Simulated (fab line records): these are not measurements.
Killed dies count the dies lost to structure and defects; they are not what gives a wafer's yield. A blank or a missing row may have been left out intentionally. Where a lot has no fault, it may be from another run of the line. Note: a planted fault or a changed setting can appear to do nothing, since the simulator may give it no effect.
fab line records	flow nandHarc
record: lots: 6	wafers: 18	lastDay: 33
route steps=1302 shown A_SGD_CUT@894
lots that met no fault: from a run of the same line without faults
startH: hours from the record's first day to the start of the lot's first wafer shown	waitH: hours since the lot's step before	" identical to the entry in the row above	L1.1+2: a single row standing in for several wafers	- no value, or no start given	* or withheld: withheld	< > ~ a bound
route shown NAME@n: a module of which the file shows steps, and the number in the route of the first	usual: average and standard deviation across the fault-free wafers	same: alike in all rows	chamber/n: place in a boat	sites: each site's reading	_std_site: their standard deviation	_edge_site: the outer-site mean with the inner-site mean subtracted	radiusMm: how far each site lies from the wafer's centre	mask NAME#n: copy n	behind: the tool/chamber that last shaped the wafer	hold: why the lot went on hold/how many hours it stayed there/how the hold came to an end	device: which transistor (n, p or np) failed to switch	end of line: tests of these same wafers at the route's end	where a step has no rows: the recipe by itself	killed: count of dies lost to structure and defects at first sort (not the wafer's yield)	map: a wafer's dies, marking killed ones x, the rest . and places with no die _
set.NAME: setting as actually run; set.NAME@STEP: the setting as run at that earlier step	model.NAME: the simulator's own value behind a step, which no gauge read
lots at selected steps of the route; one table per step, one row per wafer
services: from which hour (startH, from the record's first day; less than 0 if before it) a tool's chamber was out of use, for how many hours, and why
== steps ==
step: NHARC_A_SGD_CUT_COAT_57
recipe: tempC: 225	timeS: 65
step: NHARC_A_SGD_CUT_COAT_03
recipe: spinRpm: 1500	resistThkNm: 90
step: NHARC_A_SGD_CUT_SOFTBAKE_04
recipe: tempC: 105	timeS: 55
step: NHARC_A_SGD_CUT_EBR_05
step: NHARC_A_SGD_CUT_EXPOSE_06
recipe: na: 1.35	doseMj: 85.59	maskId: SGD
step: NHARC_A_SGD_CUT_PEB_07
recipe: pebTempC: 100	pebTimeS: 65
step: NHARC_A_SGD_CUT_DEVELOP_08
recipe: developTimeS: 35	devTempC: 23
step: NHARC_A_SGD_CUT_CD_MEAS_09
recipe: targetCdNm: 100	landingEnergyEv: 500
usual: cdNm: 99.9/0.4
lot.wafer	tool	chamber	startH	waitH	cdNm
L996.2	cdSem-02	0	488.73	-	99.9
L996.3	"	0	"	"	99.6
L996.6	"	0	"	"	99.6
L100.1	cdSem-03	0	547.52	-	99.3
L100.2	"	0	"	"	99.9
L100.3	"	0	"	"	100.2
L109.3	cdSem-03	0	630.86	-	99.7
L109.4	"	0	"	"	100.2
L109.5	"	0	"	"	99.2
L110.1	cdSem-02	0	643.34	-	100.8
L110.4	"	0	"	"	100.6
L110.5	"	0	"	"	100.1
L112.4	cdSem-02	0	655.83	-	99.5
L112.5	"	0	"	"	98.8
L112.6	"	0	"	"	99.4
L113.2	cdSem-01	0	668.86	-	99.6
L113.3	"	0	"	"	99.4
L113.4	"	0	"	"	99.8
step: NHARC_A_SGD_CUT_OVL_MEAS_10
usual: overlayXNm: -0.1/0.95	overlayYNm: -0.1/0.76
lot.wafer	tool	chamber	startH	waitH	overlayXNm	overlayYNm
L996.2	overlay-02	-	488.82	-	0.0	-0.6
L996.3	"	-	"	"	0.1	-0.7
L996.6	"	-	"	"	-0.2	-0.9
L100.1	overlay-01	-	547.62	-	-1.2	-1.5
L100.2	"	-	"	"	-0.8	-1.2
L100.3	"	-	"	"	-0.7	-1.3
L109.3	overlay-01	-	630.95	-	-1.1	-0.5
L109.4	"	-	"	"	-0.9	-0.8
L109.5	"	-	"	"	-1.3	-0.2
L110.1	overlay-02	-	643.42	-	0.6	-0.3
L110.4	"	-	"	"	1.0	0.3
L110.5	"	-	"	"	0.4	-0.2
L112.4	overlay-02	-	655.91	-	1.2	-0.1
L112.5	"	-	"	"	0.8	-0.4
L112.6	"	-	"	"	0.8	0.3
L113.2	overlay-01	-	668.95	-	0.3	0.3
L113.3	"	-	"	"	-0.2	1.1
L113.4	"	-	"	"	-0.1	0.9
step: NHARC_A_SGD_CUT_INSPECT_11
usual: rawDefectCount: 61/29
lot.wafer	tool	chamber	startH	waitH	rawDefectCount
L996.2	defectInspect-02	-	488.85	0.0	26
L996.3	"	-	"	"	16
L996.6	"	-	"	"	36
L100.1	defectInspect-02	-	547.66	0.0	28
L100.2	"	-	"	"	26
L100.3	"	-	"	"	37
L109.3	defectInspect-02	-	630.98	0.0	59
L109.4	"	-	"	"	63
L109.5	"	-	"	"	57
L110.1	defectInspect-01	-	643.46	0.0	72
L110.4	"	-	"	"	58
L110.5	"	-	"	"	80
L112.4	defectInspect-02	-	655.95	0.0	55
L112.5	"	-	"	"	60
L112.6	"	-	"	"	59
L113.2	defectInspect-02	-	668.98	0.0	87
L113.3	"	-	"	"	89
L113.4	"	-	"	"	67
step: NHARC_A_SGD_CUT_DESCUM_14
recipe: timeS: 3	o2FlowSccm: 200	arFlowSccm: 0	biasPowerW: 0	chemistry: O2
usual: drypumpMotorCurrentA: 5.6/0.4	oesProductAu: 0.999/0.0072	rfVppV: 57.8/0.92	showerheadPlenumPTorr: 1.89/0.063	throttleValvePct: 11.311/0.0089
lot.wafer	tool	chamber	startH	waitH	drypumpMotorCurrentA	oesProductAu	rfHoursCounterH	rfVppV	showerheadPlenumPTorr	throttleValvePct
L996.3	rieDiel-09	1	488.91	0.1	5.4	1.007	8	57.9	1.79	11.303
L996.2	"	3	"	"	5.7	1.002	8	57.7	1.89	11.306
L996.6	"	2	"	"	5.8	1.004	-	59.4	1.97	11.306
L100.3	rieDiel-06	1	547.72	0.1	5.5	0.996	4	59.3	1.85	11.312
L100.2	"	2	"	"	5.5	0.995	2	57.8	1.89	11.311
L100.1	"	0	"	"	4.8	1.002	4	59.4	1.89	11.309
L109.3	rieDiel-06	1	631.04	0.1	5.6	1.009	13	56.7	1.85	11.306
L109.4	"	3	"	"	6.1	0.986	12	58.3	1.87	11.324
L109.5	"	1	"	"	5.6	1.006	-	57.3	1.85	11.295
L110.1	rieDiel-06	0	643.54	0.1	4.8	0.997	14	56.4	1.89	11.307
L110.4	"	1	"	"	5.6	1.009	14	58.1	1.85	11.313
L110.5	"	2	"	"	5.5	1.005	-	57.5	1.89	11.311
L112.4	rieDiel-09	2	656.03	0.1	5.7	0.996	6	58.9	1.97	11.309
L112.5	"	3	"	"	5.7	0.991	-	57.6	1.89	11.326
L112.6	"	0	"	"	6.1	1.021	-	59.5	2.01	11.322
L113.4	rieDiel-09	1	669.05	0.1	5.4	1.010	7	56.6	1.79	11.302
L113.3	"	2	"	"	5.8	0.995	6	59.0	1.97	11.306
L113.2	"	0	"	"	6.1	1.013	6	58.0	2.01	11.334
step: NHARC_A_SGD_CUT_ETCH_58
recipe: targetDepthA: 390	overEtchFrac: 0.3	timeS: 65	ionEnergyEv: 80	cf4FlowSccm: 150	arFlowSccm: 0	rfW: 300	biasW: 100	chemistry: CF4
usual: drypumpMotorCurrentA: 5.6/0.42	oesProductAu: 1.001/0.0082	rfVppV: 151.0/0.99	runLengthS: 86.1/0.45	showerheadPlenumPTorr: 1.75/0.052	throttleValvePct: 13.285/0.0088
lot.wafer	tool	chamber	startH	waitH	drypumpMotorCurrentA	oesProductAu	rfHoursCounterH	rfVppV	runLengthS	showerheadPlenumPTorr	throttleValvePct
L996.3	rieDiel-09	0	489.00	0.1	6.1	0.994	8	151.7	85.7	1.85	13.296
L996.2	"	3	"	"	5.8	1.014	8	150.4	86.3	1.75	13.290
L996.6	"	0	"	"	6.1	1.008	-	153.1	85.8	1.85	13.286
L100.3	rieDiel-06	2	547.80	0.1	5.5	0.997	2	151.4	86.8	1.75	13.289
L100.1	"	3	"	"	6.1	0.992	5	151.3	85.9	1.73	13.281
L100.2	"	1	"	"	5.5	1.001	4	149.9	85.9	1.72	13.283
L109.4	rieDiel-06	1	631.14	0.1	5.5	1.002	13	149.5	85.8	1.71	13.284
L109.3	"	2	"	"	5.5	1.001	10	150.7	86.8	1.75	13.278
L109.5	"	3	"	"	6.1	1.009	-	149.8	85.4	1.73	13.270
L110.4	rieDiel-06	1	643.61	0.1	5.6	1.003	14	150.2	86.2	1.71	13.290
L110.1	"	2	"	"	5.5	1.008	12	151.1	86.8	1.75	13.278
L110.5	"	0	"	"	4.8	0.995	-	152.8	85.2	1.75	13.280
L112.4	rieDiel-09	3	656.11	0.1	5.7	1.004	5	150.0	86.4	1.75	13.272
L112.6	"	0	"	"	6.1	1.015	-	151.4	85.6	1.85	13.283
L112.5	"	1	"	"	5.4	1.001	-	149.2	86.8	1.66	13.291
L113.2	rieDiel-09	2	669.13	0.1	5.7	0.998	6	149.8	86.2	1.82	13.283
L113.3	"	0	"	"	6.1	1.010	6	152.0	85.9	1.85	13.274
L113.4	"	1	"	"	5.4	1.012	7	150.2	86.5	1.66	13.290
step: NHARC_A_SGD_CUT_ETCH_59
recipe: targetDepthA: 2600	overEtchFrac: 0.25	timeS: 406.25	ionEnergyEv: 200	n2FlowSccm: 150	h2FlowSccm: 150	arFlowSccm: 0	rfW: 400	biasW: 150	chemistry: N2/H2
usual: drypumpMotorCurrentA: 5.7/0.43	oesProductAu: 1.002/0.0071	rfVppV: 429.8/2	runLengthS: 427.4/0.45	showerheadPlenumPTorr: 2.01/0.068	throttleValvePct: 14.172/0.0089
lot.wafer	tool	chamber	startH	waitH	drypumpMotorCurrentA	oesProductAu	rfHoursCounterH	rfVppV	runLengthS	showerheadPlenumPTorr	throttleValvePct
L996.2	rieDiel-09	0	489.12	-	6.1	0.999	8	433.3	427.1	2.14	14.149
L996.3	"	1	"	"	5.4	0.999	8	426.1	427.8	1.90	14.173
L996.6	"	0	"	"	6.1	1.007	-	432.8	427.1	2.14	14.181
L100.2	rieDiel-06	0	547.89	-	4.8	1.011	4	429.8	426.6	2.02	14.182
L100.1	"	2	"	"	5.5	0.996	2	429.0	427.7	2.02	14.158
L100.3	"	3	"	"	6.1	0.999	5	429.8	427.0	1.99	14.168
L109.4	rieDiel-06	0	631.25	-	4.8	0.996	12	428.5	329.1	2.01	14.180
L109.3	"	2	"	"	5.5	0.995	10	430.1	428.4	2.01	14.165
L109.5	"	3	"	"	6.1	0.992	-	429.3	329.0	1.99	14.160
L110.1	rieDiel-06	0	643.70	-	4.8	0.994	14	430.4	426.9	2.01	14.182
L110.4	"	1	"	"	5.6	1.002	14	428.6	329.5	1.97	14.187
L110.5	"	1	"	"	5.6	1.000	-	429.4	329.3	1.97	14.173
L112.4	rieDiel-09	0	656.24	-	6.1	1.021	5	433.0	426.8	2.14	14.165
L112.6	"	2	"	"	5.7	1.002	-	432.7	427.5	2.10	14.166
L112.5	"	3	"	"	5.7	1.013	-	428.9	427.8	2.01	14.177
L113.3	rieDiel-09	0	669.22	-	6.1	1.011	6	431.4	426.8	2.14	14.179
L113.4	"	1	"	"	5.4	1.013	7	428.8	427.6	1.90	14.165
L113.2	"	2	"	"	5.7	0.990	6	433.1	427.5	2.10	14.178
step: NHARC_A_SGD_CUT_ETCH_15
recipe: targetDepthA: 750	timeS: 64.3	ch3fFlowSccm: 50	o2FlowSccm: 30	arFlowSccm: 200	rfW: 500	biasW: 100	chemistry: CH3F/O2
usual: drypumpMotorCurrentA: 5.7/0.4	oesProductAu: 0.964/0.014	rfVppV: 263.4/1.4	runLengthS: 85.5/0.4	showerheadPlenumPTorr: 2.43/0.076	throttleValvePct: 20.664/0.0089
lot.wafer	tool	chamber	startH	waitH	drypumpMotorCurrentA	oesProductAu	rfHoursCounterH	rfVppV	runLengthS	showerheadPlenumPTorr	throttleValvePct
L996.3	rieDiel-09	2	-	-	5.7	0.945	8	264.3	85.3	2.53	20.665
L996.2	"	0	"	"	6.1	0.958	8	265.9	85.3	2.57	20.669
L996.6	"	1	"	"	5.4	0.953	-	261.3	86.0	2.31	20.678
L100.2	rieDiel-06	0	-	-	4.8	0.971	5	262.3	85.3	2.43	20.664
L100.3	"	1	"	"	5.6	0.957	5	262.4	85.0	2.38	20.669
L100.1	"	3	"	"	6.1	0.958	5	264.1	85.0	2.40	20.664
L109.3	rieDiel-06	2	-	-	5.5	0.970	10	261.3	86.1	2.43	20.668
L109.4	"	0	"	"	4.8	0.984	12	262.9	84.7	2.43	20.671
L109.5	"	2	"	"	5.5	0.966	-	263.4	85.9	2.43	20.662
L110.4	rieDiel-06	3	-	-	6.1	0.952	14	263.2	84.6	2.40	20.654
L110.1	"	0	"	"	4.8	0.972	14	264.2	84.7	2.43	20.664
L110.5	"	1	"	"	5.5	0.969	-	263.1	85.1	2.38	20.667
L112.4	rieDiel-09	0	-	-	6.1	0.961	5	266.2	85.2	2.57	20.652
L112.6	"	0	"	"	6.1	0.959	-	265.5	85.3	2.57	20.668
L112.5	"	1	"	"	5.4	0.964	-	263.4	86.1	2.30	20.682
L113.4	rieDiel-09	1	-	-	5.4	0.968	7	262.0	85.7	2.30	20.666
L113.2	"	2	"	"	5.7	0.948	6	263.6	85.2	2.53	20.683
L113.3	"	3	"	"	5.7	0.975	6	262.9	85.7	2.42	20.647
== services ==
tool	chamber	startH	hours	kind
rieDiel-09	0	476.17	-	clean
rieDiel-09	1	476.17	-	clean
rieDiel-09	2	476.17	-	clean
rieDiel-09	3	476.17	-	clean
rieDiel-06	-	484.59	9.0	pm
rieDiel-06	0	484.59	9.0	ventCycle
rieDiel-06	1	484.59	9.0	ventCycle
rieDiel-06	2	484.59	34.6	ventCycle
rieDiel-06	3	484.59	9.0	ventCycle
rieDiel-06	0	493.59	-	clean
rieDiel-06	1	493.59	-	clean
rieDiel-06	3	493.59	-	clean
rieDiel-09	-	497.15	9.0	pm
rieDiel-09	0	497.15	9.0	ventCycle
rieDiel-09	1	497.15	9.0	ventCycle
rieDiel-09	2	497.15	9.0	ventCycle
rieDiel-09	3	497.15	9.0	ventCycle
rieDiel-09	0	506.15	-	clean
rieDiel-09	1	506.15	-	clean
rieDiel-09	-	508.76	0.7	repair
rieDiel-09	0	563.07	11.8	repair
rieDiel-09	2	564.88	9.5	repair
rieDiel-09	3	573.69	4.6	repair
rieDiel-06	-	661.59	9.0	pm
== key ==
firstSign: step: NHARC_A_SGD_CUT_ETCH_59	reading: runLengthS	direction: down	sigmas: 99+	usual: *	struck: *
effect none on later readings
metAt NHARC_A_SGD_CUT_ETCH_59
struckWafers L109.4,L109.5,L110.4,L110.5
laterRowsLeftOut L109.4,L109.5,L110.4,L110.5
sortLeftOut L109.4,L109.5,L110.4,L110.5
testerLeftOut L109,L110
onsetBetween 547.89 631.25
fault: kind: processParameterDrift	tool: rieDiel-06	chamber: -	onsetH: 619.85	steps: NHARC_A_SGD_CUT_ETCH_59	channel: timeS	offset: *	shape: step	endH: 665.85	scope: struckWafersOnly	actsIn: *	stated: *
testerLeftOut: of these lots the tester's yield and bins aren't shown, on N5 and GAA mostly nor the transistor test; their killed dies are dies lost to structure and defects alone, not to doping, threshold or leakage, so they don't give the yield
sortLeftOut: the simulated sort isn't trusted on such a fault, so these wafers' sort isn't shown, and their yield isn't known
laterRowsLeftOut: the simulator's readings of these wafers behind a module that went badly wrong aren't trusted and aren't shown, but for the sort
